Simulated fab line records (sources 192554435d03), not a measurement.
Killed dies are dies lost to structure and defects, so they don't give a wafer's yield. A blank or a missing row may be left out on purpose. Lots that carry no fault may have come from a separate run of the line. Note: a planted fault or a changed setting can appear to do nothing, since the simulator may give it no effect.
Chamber matching | flow n5Finfet | 4 sister chambers for N5_BEOL_M4_ALD_84 on aldMetal-04
The step deposits TaN, pulse time 2 s, purge time 3 s, co reactant purge time 2 s. 8 wafers are shown with their chamber, then 12 later ones without.

== EACH WAFER AND ITS CHAMBER ==
wafer  | chamber | heaterPowerW (W)
L084.6 | 3       | 516
L086.3 | 2       | 394
L090.1 | 3       | 522
L090.3 | 0       | 395
L090.6 | 1       | 443
L091.1 | 0       | 391
L091.2 | 1       | 434
L091.4 | 2       | 402

== WAFERS WITHOUT THEIR CHAMBER ==
wafer  | heaterPowerW (W)
L094.3 | 392
L094.4 | 524
L094.6 | 434
L096.3 | 522
L096.5 | 524
L096.6 | 397
L095.2 | 434
L095.5 | 452
L095.6 | 391
L097.2 | 393
L097.3 | 447
L097.5 | 381

== EACH ONE'S CHAMBER ==
wafer  | from the rows above     | in truth
L094.3 | can't be placed: 0 or 2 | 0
L094.4 | 3                       | 3
L094.6 | 1                       | 1
L096.3 | 3                       | 3
L096.5 | 3                       | 3
L096.6 | can't be placed: 2 or 0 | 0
L095.2 | 1                       | 1
L095.5 | 1                       | 1
L095.6 | can't be placed: 0 or 2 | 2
L097.2 | can't be placed: 0 or 2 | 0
L097.3 | 1                       | 1
L097.5 | can't be placed: 0 or 2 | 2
Placed correctly: 7 of 12. These rows do not allow placing 5 (true chamber among the candidates in 5). Wrongly placed: 0.
How it was worked out, from the rows above alone: a wafer's distance from a chamber is the root of the sum, over the readings, of the square of ((its reading less the chamber's mean) divided by the reading's scatter). If the next closest chamber is less than 2 further off than the closest, the wafer can't be placed; otherwise it belongs to the closest. For every chamber, the mean is computed from those of its wafers that are shown. The scatter: take each reading less its chamber's mean, square it, sum over the shown wafers, divide by the number of wafers less the number of chambers, and take the root.
